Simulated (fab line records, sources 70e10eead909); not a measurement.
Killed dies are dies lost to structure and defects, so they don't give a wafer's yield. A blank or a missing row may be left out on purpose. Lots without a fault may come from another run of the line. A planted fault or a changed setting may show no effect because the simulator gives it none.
A struck lot beside a sound one | flow nand_harc | 14 steps out of a route of 1302
Sound: wafers L687.1, L687.4, L687.5. Struck: wafer L698.6. (L698.2 of the same lot was not struck and is left out.) The cause comes at the end.
At each step with rows: each side's tool, then ch and its chambers, then its first start. Under that, the readings that differ: sound wafers | struck wafers | difference of the means | sigmas: that difference in standard deviations of wafers without a fault.
alike: readings whose means differ by less than 2 such deviations, and words and numbers that are the same on both sides. not compared: withheld readings, readings that some wafer has no value for, bounds like >300 that may hide the same value, and numbers for which the record gives no deviation and whose values overlap.
The two part at a step that has a row with sigmas, a row that says differs or no value, or rows on one side only. Numbers that don't overlap but have no deviation are shown without sigmas and don't part them. A reading that every wafer of one side lacks parts them only if that side has two wafers or more.

first, 1 step without rows for these wafers: NHARC_A_ONON_D1_DEP_09 (target thk 1000 nm).
NHARC_A_ONON_D1_THK_MEAS_11: measures by ellipsometry.
  sound on film_metro-02, day 8 03:10; struck on film_metro-01, day 12 13:11
  alike: thk_nm
then, 1 step without rows for these wafers: NHARC_A_ONON_D1_DEP_12 (target thk 1000 nm).
NHARC_A_ONON_D1_THK_MEAS_14: measures by ellipsometry.
  sound on film_metro-02, day 8 03:44; struck on film_metro-02, day 12 13:45
  alike: thk_nm
then, 2 steps without rows for these wafers: NHARC_A_ONON_D1_ANNEAL_15 (time 3600 s); NHARC_A_ONON_D1_DEP_16 (target thk 1000 nm).
NHARC_A_ONON_D1_THK_MEAS_18: measures by ellipsometry.
  sound on film_metro-02, day 8 12:07; struck on film_metro-01, day 12 20:13
  alike: thk_nm
then, 1 step without rows for these wafers: NHARC_A_ONON_D1_DEP_19 (target thk 1000 nm).
NHARC_A_ONON_D1_THK_MEAS_21: measures by ellipsometry.
  sound on film_metro-02, day 8 12:41; struck on film_metro-02, day 12 20:47
  alike: thk_nm
then, 1 step without rows for these wafers: NHARC_A_ONON_D1_DEP_22 (target thk 1000 nm).
NHARC_A_ONON_D1_THK_MEAS_24: measures by ellipsometry.
  sound on film_metro-01, day 8 13:15; struck on film_metro-01, day 12 21:21
  alike: thk_nm
NHARC_A_ONON_D1_DEP_25: target thk 1000 nm.
  sound on pecvd_onon-01 ch 0, day 8 13:18; struck on pecvd_onon-02 ch 0, day 12 21:28
  alike: nh3_flow_sccm
NHARC_A_ONON_D1_THK_MEAS_27: measures by ellipsometry.
  sound on film_metro-02, day 8 13:49; struck on film_metro-02, day 12 21:55
  reading     | sound         | struck | difference | sigmas
  thk_nm (nm) | 1001 999 1002 | 927    | -74        | -10
then, 1 step without rows for these wafers: NHARC_A_ONON_D1_DEP_28 (target thk 1000 nm).

WHERE THEY PART
Only at NHARC_A_ONON_D1_THK_MEAS_27, within this record.

WHY: what the simulator had put in
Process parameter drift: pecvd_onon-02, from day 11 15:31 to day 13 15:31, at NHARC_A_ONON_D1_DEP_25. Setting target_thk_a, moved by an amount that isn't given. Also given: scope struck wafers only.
